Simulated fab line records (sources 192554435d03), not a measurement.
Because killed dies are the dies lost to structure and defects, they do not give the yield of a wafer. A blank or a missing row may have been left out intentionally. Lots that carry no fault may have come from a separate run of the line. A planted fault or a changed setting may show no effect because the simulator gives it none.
Split-lot trial ; flow n5 finfet ; route with 1938 steps; 7 lots, 21 wafers read

== THE SPLIT ITSELF ==
At N5_FIN_CUT_COAT_19 (time 60 s, resist thk 20 nm), the setting spin rpm was moved away from the recipe's 1500 rpm on 8 of the 21 wafers read, by -5.6% to +5.9%. The other wafers ran this setting at the recipe's value.

The reading is taken at the split's own step.

== THE READING ==
SiARC_of_FIN_CUT_COAT_19.thk nm (the simulator's own value, which no gauge read), in nm, at N5_FIN_CUT_COAT_19 (time 60 s, resist thk 20 nm). No usual value for it is given in the file. Across the 13 wafers here that went through the recipe, the average is 20.0 nm and the standard deviation 0.053 nm.

wafer;tool, chamber at the split;spin rpm as run, rpm;against the recipe;SiARC_of_FIN_CUT_COAT_19.thk nm, nm;against lot-mates on the recipe
L074.2;litho track-02, 0;1500;recipe;20;-
L074.3;litho track-02, 0;1500;recipe;20;-
L074.4;litho track-02, 0;1500;recipe;20;-
L076.1;litho track-02, 0;1500;recipe;20;-
L076.6;litho track-02, 0;1500;recipe;20;-
L076.3;litho track-02, 0;1416;-5.6%;20.6;+0.6
L082.1;litho track-05, 0;1500;recipe;20;-
L082.5;litho track-05, 0;1500;recipe;20;-
L082.4;litho track-05, 0;1450;-3.3%;20.4;+0.4
L086.2;litho track-04, 0;1500;recipe;19.8;-
L086.5;litho track-04, 0;1589;+5.9%;19.2;-0.6
L086.6;litho track-04, 0;1589;+5.9%;19.4;-0.4
L094.2;litho track-02, 0;1443;-3.8%;20.4;+0.4
L094.4;litho track-02, 0;1443;-3.8%;20.4;+0.4
L094.3;litho track-02, 0;1500;recipe;20;-
L095.2;litho track-04, 0;1500;recipe;20;-
L095.4;litho track-04, 0;1500;recipe;20;-
L095.5;litho track-04, 0;1500;recipe;20;-
L097.1;litho track-02, 0;1430;-4.7%;20.6;+0.6
L097.3;litho track-02, 0;1430;-4.7%;20.6;+0.6
L097.6;litho track-02, 0;1500;recipe;20;-

FIT RESULTS
A straight line over all 21 wafers: SiARC_of_FIN_CUT_COAT_19.thk nm changes by -0.118 nm for each +1% of spin rpm; r = -0.99; the points scatter about the line by 0.061 nm.
The same after taking each lot's own level away (the mean of its wafers on the recipe; 21 wafers): -0.102 nm for each +1%; r = -0.98; scatter 0.057 nm.
Per that fit: largest spin rpm move, reading shift of 0.6 nm.
Measured against the standard deviation above, the lots' own levels, which go from 19.80 to 20.00 nm, span 3.8 times it.
Thus the slope moves with the lot-to-lot level: the two fits are different.
Check: with one of the wafers moved furthest among these (+5.9%) left out of the fit, the line predicts -0.568 nm for it against its lot-mates. Against them it came out at -0.6 nm.

== THE OTHER SPLITS THESE WAFERS WENT THROUGH ==
Other splits were also applied to these wafers ahead of the reading. Each is held against what the fit with the lots' levels taken away leaves over:
other split on the same wafers;wafers away from the commonest value;r with SiARC_of_FIN_CUT_COAT_19.thk nm (lot level and that fit taken away)
N5_ZERO_LAYER_EXPOSE_08 dose mj;7;+0.13
N5_WELL_APT_COAT_02 spin rpm;4;-0.13
N5_WELL_APT_EXPOSE_22 dose mj;7;+0.02
N5_WELL_APT_PEB_23 peb temp c;2;+0.15
N5_FIN_SAQP_SPACER1_ALD_24 ald cycles;8;+0.20

== FILE'S OWN FIT ==
SiARC_of_FIN_CUT_COAT_19.thk nm changes by -0.105 nm for each +1% of spin rpm, r = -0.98.
